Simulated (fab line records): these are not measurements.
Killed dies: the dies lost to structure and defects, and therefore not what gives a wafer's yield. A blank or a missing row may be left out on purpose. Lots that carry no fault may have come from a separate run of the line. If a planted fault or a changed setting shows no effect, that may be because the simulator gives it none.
Struck lot and sound lot, side by side :: flow n5-finfet :: 24 out of 1938 route steps
Sound: wafers L441.3, L441.5, L441.6. Struck: wafers L427.1, L427.3, L427.4. Last of all comes the cause.
At each step with rows: each side's tool, then ch and its chambers, then its first start. Under that, the readings that differ: sound wafers :: struck wafers :: difference of the means :: sigmas: that difference in standard deviations of wafers without a fault.
alike: readings with means less than 2 such deviations apart, plus words and numbers identical on both sides. not compared: withheld readings, readings lacking a value on some wafer, bounds such as >300 that could conceal the same value, and numbers that have no deviation in the record and whose values overlap.
A row with sigmas, a row that says differs or no value, or rows on one side alone: a step with any of these is where the two part. Numbers that have no deviation but don't overlap get no sigmas and don't part them. A reading missing from all wafers of one side parts the sides only when that side holds two or more wafers.

first, 11 steps without rows for these wafers: N5_MOL_CONTACT_COAG_STRIP_92 (strips in N2/H2); N5_MOL_CONTACT_COAG_STRIP_93 (strips in N2/H2); N5_MOL_CONTACT_COAG_ETCHBACK_135 (etches SiO2 in CHF3, target depth 25 nm, time 16.7 s); N5_MOL_CONTACT_COAG_STRIP_118 (strips in CHF3); N5_MOL_CONTACT_COAG_VIA_ETCH_46 (etches SiO2 in C4F6/O2, target depth 46 nm, overetch 9.2 nm, time 40 s); N5_MOL_CONTACT_COAG_STRIP_96 (strips in N2/H2); N5_MOL_CONTACT_COAG_ETCH_47 (etches SiNx in CH3F/O2, stops on W, target depth 27 nm); N5_MOL_CONTACT_COAG_STRIP_119 (strips in N2/H2, time 30 s); N5_MOL_CONTACT_COAG_PRECLEAN_144 (cleans in alkaline clean, time 60 s); N5_MOL_CONTACT_COAG_SRD_145 (time 30 s); N5_MOL_CONTACT_COAG_COAT_62 (time 60 s, resist thk 60 nm).
N5_MOL_CONTACT_COAG_COAT_63: time 60 s, resist thk 10 nm.
  sound on litho-track-01 ch 0, day 10 23:44; struck on litho-track-01 ch 0, day 7 13:30
reading: spin-speed-rpm (rpm)
sound: 1501.6 1498.7 1498.4
struck: 1546.8 1547.6 1548.1
difference: +47.9
sigmas: +48
  alike: plate-temp-C
then, 9 steps without rows for these wafers: N5_MOL_CONTACT_COAG_COAT_64 (time 60 s, resist thk 10 nm); N5_MOL_CONTACT_COAG_COAT_34 (resist thk 40 nm); N5_MOL_CONTACT_COAG_EBR_36; N5_MOL_CONTACT_COAG_SOFTBAKE_35 (time 60 s); N5_MOL_CONTACT_COAG_EXPOSE_37 (exposes mask VD, defocus 0 nm); N5_MOL_CONTACT_COAG_PEB_38 (peb time 60 s); N5_MOL_CONTACT_COAG_DEVELOP_39 (develop time 30 s); N5_MOL_CONTACT_COAG_DESCUM_45 (chemistry O2, time 7 s); N5_MOL_CONTACT_COAG_ETCH_65 (etches underlayer in N2/H2, target depth 13 nm, time 10.4 s).
N5_MOL_CONTACT_COAG_ETCH_66: etches SiARC in CF4, target depth 13 nm, time 21.7 s.
  sound on rie-diel-01 ch 0,3, day 11 00:37; struck on rie-diel-05 ch 0,2,3, day 7 14:05
reading: model.etch.depth-nm (nm)
sound: 9.985 9.999 10.04
struck: 9.881 9.874 9.85
difference: -0.140
sigmas: 
  alike: chamber-pressure-mTorr, drypump-motor-current-A, etch-rf-on-time-s, oes-product-au, rf-vpp-V, showerhead-plenum-p-Torr, throttle-valve-pct
  not compared: rf-hours-counter-h
then, 1 step without rows for these wafers: N5_MOL_CONTACT_COAG_ALD_133 (deposits SiO2, target thk 5 nm, pulse time 1 s, co reactant pulse time 1 s).
-- record jumps: 3 days separate the struck wafers' starts on either side; left off in module MOL_CONTACT_COAG, taken up again in module BEOL_M4, whose first shown step is the route's number 1111 --
N5_BEOL_M4_RC_MEAS_101:
  sound on prober-02 ch 0, day 14 05:02; struck on prober-02 ch 0, day 11 00:14
  alike: DIBL_N, DIBL_P, IOFF_N, IOFF_P, ION_N, ION_P, SS_N, SS_P, VT_N, VT_P

## WHERE THEY PART
At N5_MOL_CONTACT_COAG_COAT_63 and nowhere else, as far as this record goes. Later steps at which nothing parts them and some readings are alike: N5_MOL_CONTACT_COAG_ETCH_66, N5_BEOL_M4_RC_MEAS_101.

WHY: the cause the simulator had injected
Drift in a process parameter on litho-track-01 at N5_MOL_CONTACT_COAG_COAT_63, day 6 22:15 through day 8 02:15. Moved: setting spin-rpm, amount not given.
